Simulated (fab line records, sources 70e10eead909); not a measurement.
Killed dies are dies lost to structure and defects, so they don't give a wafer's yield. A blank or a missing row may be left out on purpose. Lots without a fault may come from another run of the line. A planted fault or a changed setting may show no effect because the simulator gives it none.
Chamber matching | flow nand_harc | NHARC_P_BONDPAD_CMP_32 on cmp-04: 4 sister chambers
The step polishes SiCN, target thk 200 nm. 18 wafers are shown with their chamber, then 9 later ones without.

WAFERS WITH THEIR CHAMBER
wafer  | chamber | motor_current_A (A)
L075.1 | 1       | 13.0
L075.3 | 2       | 9.4
L075.6 | 0       | 12.2
L078.3 | 1       | 13.2
L078.4 | 2       | 10.4
L078.6 | 1       | 12.7
L081.2 | 1       | 12.9
L081.3 | 3       | 13.5
L081.4 | 0       | 11.6
L083.2 | 0       | 11.6
L083.4 | 2       | 10.2
L083.6 | 2       | 9.8
L085.3 | 2       | 9.8
L085.5 | 3       | 13.8
L085.6 | 0       | 12.5
L088.1 | 3       | 13.5
L088.2 | 0       | 12.8
L088.3 | 1       | 12.9

SIGNATURES (means of the wafers above)
reading         | chamber 0 | chamber 1 | chamber 2 | chamber 3 | scatter within a chamber
motor_current_A | 12.140    | 12.940    | 9.920     | 13.600    | 0.373
Rule: a wafer's distance from a chamber is the root of the sum, over the readings, of the square of ((its reading less the chamber's mean) divided by the reading's scatter). The wafer belongs to the nearest chamber; if the next one is less than 2 further off, it can't be placed. The scatter: the root of (the sum of the squares of (reading less its chamber's mean) over the shown wafers, divided by (wafers less chambers)).

WAFERS WITHOUT THEIR CHAMBER
wafer  | motor_current_A (A)
L091.1 | 13.6
L091.3 | 13.8
L091.6 | 9.7
L093.1 | 12.7
L093.3 | 10.0
L093.6 | 13.4
L097.2 | 13.4
L097.3 | 9.6
L097.6 | 12.8

WHICH CHAMBER EACH WENT THROUGH
wafer  | from the rows above          | in truth
L091.1 | can't be placed: 3 or 1      | 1
L091.3 | can't be placed: 3 or 1      | 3
L091.6 | 2                            | 2
L093.1 | can't be placed: 1 or 0 or 3 | 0
L093.3 | 2                            | 2
L093.6 | can't be placed: 3 or 1      | 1
L097.2 | can't be placed: 3 or 1      | 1
L097.3 | 2                            | 2
L097.6 | can't be placed: 1 or 0 or 3 | 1
Placed correctly: 3 of 9. Can't be placed from these rows: 6 (the true chamber is among the candidates in 6). Placed wrongly: 0.
